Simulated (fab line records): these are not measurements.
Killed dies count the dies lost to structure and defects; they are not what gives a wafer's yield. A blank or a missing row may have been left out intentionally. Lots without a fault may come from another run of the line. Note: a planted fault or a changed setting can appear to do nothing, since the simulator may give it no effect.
The same fault as seen by 2 desks	flow nandHarc	every desk sees just its own numbers, and what lay behind them comes last

== FOR THE TOOL OWNER'S DESK: krfScanner-03 ==
The tool's own readings at NHARC_P_STI_EXPOSE_06 (exposes mask P STI, target cd 200 nm): means of the sampled wafers that have a number, for each lot that ran on this tool. Any lot whose mean is over 4 standard deviations away from the usual mean is out of limits and marked OUT; that distance is given in the brackets.
Columns: A = exposureDoseMJCm2 at NHARC_P_STI_EXPOSE_06, usual 37.66
lot	first seen here	A
L702	day 3 23:28	37.66
L706	day 4 23:47	47.29 (+99 or more) OUT
L712	day 6 08:20	45.39 (+99 or more) OUT
This desk's verdict: out of limits on L706, L712, starting with L706 at day 4 23:47 (exposureDoseMJCm2 at NHARC_P_STI_EXPOSE_06). In limits: L702.

== FROM THE METROLOGY DESK ==
What the gauges read, lot by lot, whatever tool the lot ran on: means of the sampled wafers that have a number. Any lot whose mean is over 4 standard deviations away from the usual mean is out of limits and marked OUT; that distance is given in the brackets.
Columns: A = cdNm at NHARC_P_ZERO_WELL_CD_MEAS_52, usual 2001.6 nm; B = cdNm at NHARC_P_STI_CD_MEAS_09, usual 201.0 nm; C = trenchDepthNm at NHARC_P_STI_OCD_MEAS_17, usual 301 nm; D = trenchFootCdNm at NHARC_P_STI_OCD_MEAS_17, usual 158.9 nm
lot	first seen here	A	B	C	D
L697	day 1 23:43	2001.8	200.3	303	157.8
L699	day 2 11:40	2000.9	199.0	304	156.4
L701	day 2 23:50	2002.1	200.8	301	158.3
L702	day 3 06:03	2002.8	202.6	299	160.7
L706	day 4 05:37	2003.4	251.0 (+28) OUT	306	208.2 (+26) OUT
L707	day 4 11:37	2000.7	202.6	306	159.6
L712	day 5 17:41	2003.0	240.3 (+22) OUT	303	198.1 (+21) OUT
L713	day 5 23:50	2002.1	201.5	295	160.0
L714	day 6 06:00	2001.4	201.2	300	159.1
L715	day 6 11:47	2001.7	202.2	304	160.0
L717	day 6 23:40	2004.2	202.7	301	160.4
This desk's verdict: out of limits on L706, L712, starting with L706 at day 4 23:56 (cdNm at NHARC_P_STI_CD_MEAS_09). In limits: L697, L699, L701, L702, L707, L713, L714, L715, L717.

== PUT TOGETHER ==
On L706, L712, at day 4 23:47, an alarm was possible from the tool owner's desk.
At day 4 23:56 the metrology desk could have sounded an alarm, on L706, L712.
NHARC_P_STI_EXPOSE_06 was run on krfScanner-03 by each of the lots named.

== WHAT WAS PUT IN BY THE SIMULATOR ==
Drift in process parameters on krfScanner-03 at NHARC_P_STI_EXPOSE_06, starting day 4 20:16. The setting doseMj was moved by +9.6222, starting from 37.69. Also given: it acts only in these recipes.
Lots struck among those shown: L706, L712.
Hours from the fault's start to each desk's first reading out of limits: the tool owner's desk, 4; the metrology desk, 4.
